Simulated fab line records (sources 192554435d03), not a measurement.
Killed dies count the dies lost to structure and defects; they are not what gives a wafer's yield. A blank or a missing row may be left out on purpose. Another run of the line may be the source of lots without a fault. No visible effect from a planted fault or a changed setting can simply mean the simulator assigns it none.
fab line records	flow n5-finfet
record: lots: 6	wafers: 17	last-day: 18
route steps=1938 shown MIM_TOP_LITHO@1847 MIM_TOP_ETCH@1851 MIM_BOT_LITHO@1854 PASSIVATION@1936
lots with no fault: from the same line, run without faults
start-h: hours from the record's first day to the start of the lot's first wafer shown	wait-h: hours elapsed since this lot's preceding step	" same as the row above	L1.1+2: one row covering several wafers at once	- value missing, or start not given	* or withheld: withheld	< > ~ a bound
route shown NAME@n: NAME is a module with steps in the file, n the number in the route of the first one	usual: average and standard deviation across the fault-free wafers	same: alike in all rows	chamber/n: place in a boat	sites: readings site by site	_std_site: the standard deviation of these	_edge_site: outer sites' mean less inner sites'	radius-mm: how far each site lies from the wafer's centre	mask NAME#n: copy n	behind: the most recent tool/chamber to have shaped the wafer	hold: the reason the lot was held/the length of the hold in hours/how it ended	device: which transistor (n, p or np) failed to switch	end of line: tests run on the same wafers once the route is complete	for a step that has no rows: nothing shown but its recipe	killed: count of dies lost to structure and defects at first sort (not the wafer's yield)	map: the dies of a wafer, with x for killed, . for not killed, _ for no die there
set.NAME: setting as actually run; set.NAME@STEP: the setting as run at that earlier step	model.NAME: the simulator's own value behind a step, which no gauge read
lots at selected steps of the route; one table per step, one row per wafer
services: the hour from which a tool's chamber was out of use, counted from the record's first day as start-h (under 0 if before that day), plus the number of hours and why
== steps ==
step: N5_MIM_TOP_LITHO_CD_MEAS_08
recipe: target-cd-nm: 2000	landing-energy-ev: 500	detector: se-inlens
usual: cd-nm: 2000.0/2.4
lot.wafer	tool	chamber	start-h	wait-h	cd-nm
L204.2	cd-sem-01	0	305.26	-	1999.7
L204.3	"	0	"	"	1999.1
L204.5	"	0	"	"	2000.8
L206.2	cd-sem-03	0	325.53	-	1996.3
L206.5	"	0	"	"	1999.4
L206.6	"	0	"	"	1999.0
L209.2	cd-sem-01	0	335.70	-	1998.8
L209.5	"	0	"	"	1997.7
L209.6	"	0	"	"	1996.9
L218.3	cd-sem-01	0	384.00	-	1997.1
L218.6	"	0	"	"	1996.9
L220.1	cd-sem-03	0	399.06	-	2001.1
L220.3	"	0	"	"	2000.9
L220.5	"	0	"	"	1997.8
L223.1	cd-sem-01	0	415.53	-	1996.0
L223.2	"	0	"	"	2002.1
L223.3	"	0	"	"	1999.4
step: N5_MIM_TOP_LITHO_OVL_MEAS_11
recipe: points-per-wafer: 44
usual: MIM_TOP_OVL: -3/5.4
lot.wafer	tool	chamber	start-h	wait-h	MIM_TOP_OVL[nm]
L204.2	overlay-01	0	305.29	0.0	-4
L204.3	"	0	"	"	-3
L204.5	"	0	"	"	-1
L206.2	overlay-01	0	325.56	0.0	-9
L206.5	"	0	"	"	-2
L206.6	"	0	"	"	-5
L209.2	overlay-02	0	335.73	0.0	-7
L209.5	"	0	"	"	-5
L209.6	"	0	"	"	-5
L218.3	overlay-02	0	384.02	0.0	4
L218.6	"	0	"	"	3
L220.1	overlay-02	0	399.09	0.0	-2
L220.3	"	0	"	"	-5
L220.5	"	0	"	"	-5
L223.1	overlay-01	0	415.56	0.0	-2
L223.2	"	0	"	"	-5
L223.3	"	0	"	"	4
step: N5_MIM_TOP_LITHO_INSPECT_12
recipe: mode: adi	inspect-instrument: macro
usual: raw-defect-count: 2.1/1.4
lot.wafer	tool	chamber	start-h	wait-h	raw-defect-count
L204.2	defect-inspect-02	-	305.31	0.0	0
L204.3	"	-	"	"	2
L204.5	"	-	"	"	2
L206.2	defect-inspect-02	-	325.58	0.0	2
L206.5	"	-	"	"	1
L206.6	"	-	"	"	2
L209.2	defect-inspect-02	-	335.75	0.0	3
L209.5	"	-	"	"	3
L209.6	"	-	"	"	2
L218.3	defect-inspect-01	-	384.05	0.0	1
L218.6	"	-	"	"	1
L220.1	defect-inspect-01	-	399.12	0.0	0
L220.3	"	-	"	"	3
L220.5	"	-	"	"	1
L223.1	defect-inspect-02	-	415.58	0.0	2
L223.2	"	-	"	"	3
L223.3	"	-	"	"	3
step: N5_MIM_TOP_LITHO_DESCUM_10
recipe: chemistry: O2	time-s: 7.9	source-power-w: 50	bias-power-w: 20	pressure-mtorr: 20	rf-frequency-hz: 2.712e+07	temp-c: 40	o2-flow-sccm: 225
usual: drypump-motor-current-A: 5.9/0.58	oes-product-au: 0.80/0.089	rf-vpp-V: 243.7/1.3	showerhead-plenum-p-Torr: 2.13/0.081	throttle-valve-pct: 20.3/0.33
lot.wafer	tool	chamber	start-h	wait-h	drypump-motor-current-A	oes-product-au	rf-hours-counter-h	rf-vpp-V	showerhead-plenum-p-Torr	throttle-valve-pct
L204.2	rie-diel-01	3	305.34	0.0	5.1	0.80	95	243.1	2.01	20.0
L204.3	"	0	"	"	6.8	0.70	213	242.2	2.07	20.6
L204.5	"	2	"	"	4.9	0.68	-	241.1	1.98	20.5
L206.2	rie-diel-05	3	325.68	0.1	6.2	0.88	31	244.5	2.24	20.3
L206.5	"	2	"	"	5.6	0.68	-	244.7	2.15	20.7
L206.6	"	3	"	"	6.2	0.89	-	246.3	2.24	20.3
L209.2	rie-diel-01	3	335.78	0.0	5.1	0.78	107	243.8	2.00	20.0
L209.5	"	0	"	"	6.8	0.69	-	244.1	2.06	20.6
L209.6	"	1	"	"	6.1	0.77	-	243.8	2.19	20.6
L218.3	rie-diel-02	1	384.08	0.0	6.5	0.82	94	244.3	2.19	20.1
L218.6	"	2	"	"	5.6	0.75	-	242.9	2.08	20.5
L220.1	rie-diel-02	3	399.15	0.0	6.0	0.82	104	244.7	2.21	20.7
L220.3	"	1	"	"	6.5	0.81	98	244.8	2.19	20.1
L220.5	"	1	"	"	6.5	0.81	-	244.7	2.19	20.1
L223.1	rie-diel-05	1	415.90	0.3	6.5	0.90	26	242.9	2.03	19.7
L223.2	"	0	"	"	5.6	0.85	75	242.6	2.13	20.6
L223.3	"	2	"	"	5.6	0.92	19	243.5	2.14	20.4
step: N5_MIM_TOP_ETCH_ETCH_00
recipe: chemistry: Cl2/BCl3	target: TiN	target-depth-a: 385	ion-energy-ev: 150	pressure-mtorr: 10	icp-w: 1000	bias-w: 126	Cl2_flow_sccm: 53.25	bcl3-flow-sccm: 21.75	Ar_flow_sccm: 25
usual: drypump-motor-current-A: 5.6/0.43	oes-product-au: 0.77/0.08	throttle-valve-pct: 22.66/0.2
lot.wafer	tool	chamber	start-h	wait-h	drypump-motor-current-A	oes-product-au	rf-hours-counter-h	throttle-valve-pct
L204.2	rie-metal-01	1	305.43	0.1	5.9	0.67	103	22.60
L204.3	"	0	"	"	5.9	0.74	-	22.24
L204.5	"	0	"	"	5.9	0.74	-	22.24
L206.2	rie-metal-03	1	325.76	0.1	4.9	0.84	22	22.84
L206.5	"	0	"	"	6.0	0.68	-	22.77
L206.6	"	1	"	"	4.9	0.83	-	22.83
L209.2	rie-metal-03	1	335.87	0.1	4.9	0.83	23	22.83
L209.5	"	0	"	"	6.0	0.68	-	22.79
L209.6	"	1	"	"	4.9	0.84	-	22.83
L218.3	rie-metal-03	1	384.21	0.1	4.9	0.82	-	22.83
L218.6	"	0	"	"	6.0	0.68	-	22.78
L220.1	rie-metal-02	0	399.24	0.1	5.2	0.85	22	22.64
L220.3	"	1	"	"	5.6	0.79	-	22.81
L220.5	"	1	"	"	5.6	0.80	-	22.81
L223.1	rie-metal-01	1	415.99	0.1	5.8	0.98	2	22.53
L223.2	"	0	"	"	5.9	0.72	60	22.27
L223.3	"	0	"	"	5.9	0.72	-	22.27
step: N5_MIM_TOP_ETCH_STRIP_01
recipe: chemistry: O2	power-w: 600	temp-c: 60	pressure-mtorr: 30	rf-frequency-hz: 6e+07	bias-power-w: 0	overash-fraction: 0.5	o2-flow-sccm: 225
usual: drypump-motor-current-A: 5.9/0.41	oes-product-au: 0.79/0.09	rf-vpp-V: 3.6/1.2	showerhead-plenum-p-Torr: 2.11/0.056	throttle-valve-pct: 16.68/0.24
same: overash-fraction: 0.5
lot.wafer	tool	chamber	start-h	wait-h	drypump-motor-current-A	oes-product-au	rf-hours-counter-h	rf-vpp-V	showerhead-plenum-p-Torr	throttle-valve-pct
L204.2	rie-diel-06	3	305.71	0.2	6.0	0.67	237	4.2	1.97	17.04
L204.3	"	2	"	"	5.5	0.76	118	3.8	2.02	16.64
L204.5	"	1	"	"	5.3	0.74	-	4.0	2.10	16.81
L206.2	rie-diel-04	2	325.90	0.1	6.4	0.89	21	4.2	2.13	16.50
L206.5	"	2	"	"	6.4	0.92	-	3.5	2.13	16.57
L206.6	"	1	"	"	6.3	0.70	-	2.6	2.16	16.67
L209.2	rie-diel-04	0	336.01	0.1	6.1	0.82	115	2.2	2.12	16.33
L209.5	"	2	"	"	6.4	0.91	-	3.5	2.13	16.55
L209.6	"	0	"	"	6.1	0.80	-	4.2	2.12	16.31
L218.3	rie-diel-03	3	384.32	0.1	6.3	0.84	59	1.3	2.13	16.35
L218.6	"	2	"	"	5.7	0.75	-	6.2	2.03	16.62
L220.1	rie-diel-04	1	399.56	0.3	6.4	0.70	210	3.5	2.15	16.77
L220.3	"	0	"	"	6.1	0.80	133	4.6	2.11	16.36
L220.5	"	0	"	"	6.1	0.79	-	3.6	2.11	16.39
L223.1	rie-diel-06	0	416.32	0.3	5.4	0.98	5	3.5	2.06	16.76
L223.2	"	3	"	"	5.9	0.93	12	3.2	2.23	16.49
L223.3	"	1	"	"	5.3	0.70	215	2.7	2.09	16.86
step: N5_MIM_TOP_ETCH_PECVD_03
recipe: material: SiNx	target-thk-a: 200	temp-c: 400	precursor: SiH4/NH3/N2	pressure-torr: 1.5	rf-w: 300	time-s: 17.6
usual: heater-power-w: 793/76	showerhead-plenum-p-Torr: 5.16/0.066	throttle-valve-pct: 40.1/2.7
lot.wafer	tool	chamber	start-h	wait-h	heater-power-w	showerhead-plenum-p-Torr	throttle-valve-pct
L204.2	pecvd-02	1	305.78	-	751	5.03	37.9
L204.3	"	2	"	"	858	5.19	39.3
L204.5	"	1	"	"	738	5.05	38.3
L206.2	pecvd-04	0	325.97	-	810	5.21	40.7
L206.5	"	1	"	"	717	5.09	41.2
L206.6	"	0	"	"	801	5.21	41.0
L209.2	pecvd-02	0	336.07	-	912	5.11	38.7
L209.5	"	2	"	"	792	5.20	39.0
L209.6	"	0	"	"	916	5.11	38.6
L218.3	pecvd-04	2	384.40	-	860	5.14	41.3
L218.6	"	2	"	"	863	5.14	41.6
L220.1	pecvd-01	1	399.62	-	581	5.23	43.5
L220.3	"	2	"	"	861	5.20	36.6
L220.5	"	1	"	"	600	5.25	43.6
L223.1	pecvd-01	2	416.38	-	726	5.19	36.5
L223.2	"	0	"	"	744	5.23	44.6
L223.3	"	1	"	"	672	5.24	43.5
step: N5_MIM_BOT_LITHO_HMDS_01
recipe: time-s: 60	temp-c: 120
step: N5_MIM_BOT_LITHO_COAT_02
recipe: spin-rpm: *	resist-thk-nm: *
step: N5_MIM_BOT_LITHO_EBR_04
recipe: solvent: PGMEA	ebr-width-mm: 1.5
step: N5_MIM_BOT_LITHO_SOFTBAKE_03
recipe: temp-c: 100	time-s: 90
step: N5_MIM_BOT_LITHO_EXPOSE_05
recipe: mask-id: MIM_BOT	na: 0.55	source-shape: conventional	sigma-outer: 0.8	polarization: unpolarized	dose-mj: 24.25
step: N5_MIM_BOT_LITHO_PEB_06
recipe: peb-temp-c: withheld	peb-time-s: *
usual: exhaust-pa: 44.9/0.94
lot.wafer	tool	chamber	start-h	wait-h	exhaust-pa
L204.2	litho-track-05	0	306.02	0.0	42.3
L204.3	"	0	"	"	43.7
L204.5	"	0	"	"	44.2
L206.2	litho-track-01	0	326.23	0.0	45.3
L206.5	"	0	"	"	45.3
L206.6	"	0	"	"	44.8
L209.2	litho-track-01	0	336.31	0.0	43.8
L209.5	"	0	"	"	43.7
L209.6	"	0	"	"	43.3
L218.3	litho-track-05	0	384.78	0.0	43.4
L218.6	"	0	"	"	43.1
L220.1	litho-track-05	0	399.99	0.1	44.3
L220.3	"	0	"	"	43.7
L220.5	"	0	"	"	44.9
L223.1	litho-track-04	0	416.62	0.1	46.5
L223.2	"	0	"	"	45.6
L223.3	"	0	"	"	46.1
step: N5_MIM_BOT_LITHO_DEVELOP_07
recipe: develop-time-s: 60	rinse-liquid: diw	dry: air-spin	dev-temp-c: 21
step: N5_MIM_BOT_LITHO_HARDBAKE_09
recipe: temp-c: 130	time-s: 120
step: N5_MIM_BOT_LITHO_CD_MEAS_08
recipe: target-cd-nm: 3000	landing-energy-ev: 500	detector: se-inlens	polarity: opening
usual: cd-nm: 2999.8/1.7
lot.wafer	tool	chamber	start-h	wait-h	cd-nm
L204.2	cd-sem-03	0	306.14	-	3001.9
L204.3	"	0	"	"	2998.9
L204.5	"	0	"	"	3001.7
L206.2	cd-sem-03	0	326.35	-	2998.4
L206.5	"	0	"	"	2997.5
L206.6	"	0	"	"	2999.0
L209.2	cd-sem-03	0	336.43	-	2998.4
L209.5	"	0	"	"	2998.4
L209.6	"	0	"	"	2999.3
L218.3	cd-sem-01	0	384.90	-	2990.1
L218.6	"	0	"	"	2990.7
L220.1	cd-sem-03	0	400.10	-	2999.5
L220.3	"	0	"	"	2992.8
L220.5	"	0	"	"	3001.7
L223.1	cd-sem-03	0	416.74	-	3000.9
L223.2	"	0	"	"	2998.5
L223.3	"	0	"	"	2997.7
step: N5_MIM_BOT_LITHO_OVL_MEAS_11
recipe: points-per-wafer: 44
usual: MIM_BOT_OVL: 1/5.3
lot.wafer	tool	chamber	start-h	wait-h	MIM_BOT_OVL[nm]
L204.2	overlay-02	0	306.16	0.0	0
L204.3	"	0	"	"	-2
L204.5	"	0	"	"	4
L206.2	overlay-02	0	326.38	0.0	-7
L206.5	"	0	"	"	-13
L206.6	"	0	"	"	-7
L209.2	overlay-02	0	336.46	0.0	-3
L209.5	"	0	"	"	4
L209.6	"	0	"	"	6
L218.3	overlay-02	0	384.93	0.0	6
L218.6	"	0	"	"	-2
L220.1	overlay-01	0	400.14	0.0	-3
L220.3	"	0	"	"	1
L220.5	"	0	"	"	2
L223.1	overlay-02	0	416.77	0.0	8
L223.2	"	0	"	"	7
L223.3	"	0	"	"	8
step: N5_PASSIVATION_PROBE_49
usual: defect-limited-yield: 91.2/1.5	killed_at_M0_to_M3: 33/9.6	killed_at_M4_up: 14/5.6	killed-at-contacts: 14/5.5	killed-at-front-end: 40/13	killed-at-other: 4/3	killed-dies: 104/17	killed-on-rim: 14/4.3	killed-open: 68/13	killed-short: 33/7.2	sort_bin_5_function: 5.2/0.95	sort_bin_6_memory: 3.3/0.62	sort-n-pass: 1076/17	sort-yield-pct: 91.2/1.5
same: gross-dies: 1180	killed-at-back-side: 0	sort_bin_4_leakage[%]: 0	sort_bin_8_speed[%]: 0
lot.wafer	tool	chamber	start-h	wait-h	defect-limited-yield[%]	killed_at_M0_to_M3	killed_at_M4_up	killed-at-contacts	killed-at-front-end	killed-at-other	killed-dies	killed-on-rim	killed-open	killed-short	sort_bin_5_function[%]	sort_bin_6_memory[%]	sort-n-pass	sort-yield-pct[%]
L206.2	prober-02	-	337.09	0.1	89.7	28	28	13	41	11	121	12	71	44	5.7	4.2	1059	89.7
L206.5	prober-02	-	337.24	0.2	91.3	41	12	8	41	1	103	11	58	43	4.7	3.8	1077	91.3
L206.6	prober-02	-	337.29	0.3	88.7	42	17	10	60	4	133	19	89	38	6.9	3.3	1047	88.7
L218.3	prober-01	-	393.94	0.1	91.0	34	25	15	31	1	106	9	63	42	5.1	3.9	1074	91.0
L218.6	prober-01	-	394.09	0.3	91.0	37	7	21	41	0	106	9	63	37	5.6	2.7	1074	91.0
killed by level:class
L206.2 BEOL_M4:geometric-particle:open=12 BEOL_M2:geometric-particle:open=11 MOL_CONTACT_COAG:geometric-particle:open=10 FIN_SAQP:geometric-particle:open=8 FIN_SAQP:geometric-particle:short=7 BEOL_M2:geometric-particle:short=6 BEOL_M8:geometric-particle:open=4 BEOL_M1:geometric-particle:open=4
L206.5 BEOL_M2:geometric-particle:open=12 FIN_SAQP:geometric-particle:short=11 BEOL_M0_SAQP:geometric-particle:short=9 GATE_CUT:geometric-particle:short=6 GATE_CUT:geometric-particle:open=6 MOL_CONTACT_COAG:geometric-particle:open=6 BEOL_M0_SAQP:geometric-particle:open=6 BEOL_M4:geometric-particle:open=6
L206.6 FIN_SAQP:geometric-particle:open=14 BEOL_M2:geometric-particle:open=12 BEOL_M4:geometric-particle:open=10 MOL_CONTACT_COAG:geometric-particle:open=9 BEOL_M0_SAQP:geometric-particle:short=8 GATE_CUT:geometric-particle:short=6 BEOL_M0_SAQP:geometric-particle:open=6 STARTING-WAFER:geometric-particle:open=6
L218.3 BEOL_M0_SAQP:geometric-particle:short=15 BEOL_M4:geometric-particle:open=11 MOL_CONTACT_COAG:geometric-particle:open=10 FIN_SAQP:geometric-particle:open=9 BEOL_M0_SAQP:geometric-particle:open=9 MOL_CONTACT_COAG:geometric-particle:short=5 GATE_CUT:geometric-particle:short=4 FIN_SAQP:geometric-particle:short=3
L218.6 MOL_CONTACT_COAG:geometric-particle:open=17 BEOL_M0_SAQP:geometric-particle:short=12 BEOL_M0_SAQP:geometric-particle:open=9 BEOL_M2:geometric-particle:open=6 STI_FIN_REVEAL:geometric-particle:open=6 GATE_CUT:geometric-particle:short=6 DUMMY_GATE:geometric-particle:open=5 HKMG_FIN:area-etch=5
== services ==
tool	chamber	start-h	hours	kind
pecvd-01	1	289.14	3.5	repair
rie-diel-05	1	297.02	-	clean
rie-diel-02	2	306.72	4.8	repair
pecvd-01	-	310.82	0.3	repair
rie-diel-03	3	317.24	8.8	repair
rie-diel-02	3	317.48	4.5	repair
rie-diel-02	3	329.20	11.3	repair
pecvd-04	0	331.85	8.1	repair
rie-diel-02	2	332.84	7.0	repair
rie-diel-04	3	334.18	5.4	repair
rie-metal-03	0	338.21	3.2	repair
rie-diel-01	3	344.13	12.7	repair
pecvd-04	-	348.15	0.5	repair
pecvd-02	2	365.17	18.7	repair
rie-diel-02	0	379.82	4.5	repair
rie-diel-05	1	389.81	22.9	repair
pecvd-01	-	394.72	0.5	repair
pecvd-01	0	396.63	2.0	repair
rie-diel-04	3	399.52	-	clean
rie-diel-04	3	399.52	-	consumable-replace:focus-ring
rie-diel-04	3	399.52	24.2	scheduled-down
rie-diel-04	3	399.52	24.2	vent-cycle
rie-diel-02	-	408.69	14.6	pm
rie-diel-04	2	411.76	6.3	repair
== key ==
first-sign: step: N5_MIM_BOT_LITHO_CD_MEAS_08	reading: cd-nm	direction: down	sigmas: 4.9	usual: 2999.8	struck: 2991.2
effect none on later readings
met-at N5_MIM_BOT_LITHO_PEB_06
struck-wafers L218.3,L218.6,L220.3
onset-between 306.02 384.78
fault: kind: process-parameter-drift	tool: litho-track-05	chamber: -	onset-h: 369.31	steps: N5_MIM_BOT_LITHO_PEB_06	channel: peb-time-s	offset: *	shape: step	end-h: 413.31	scope: struck-wafers-only	acts-in: *	stated: *
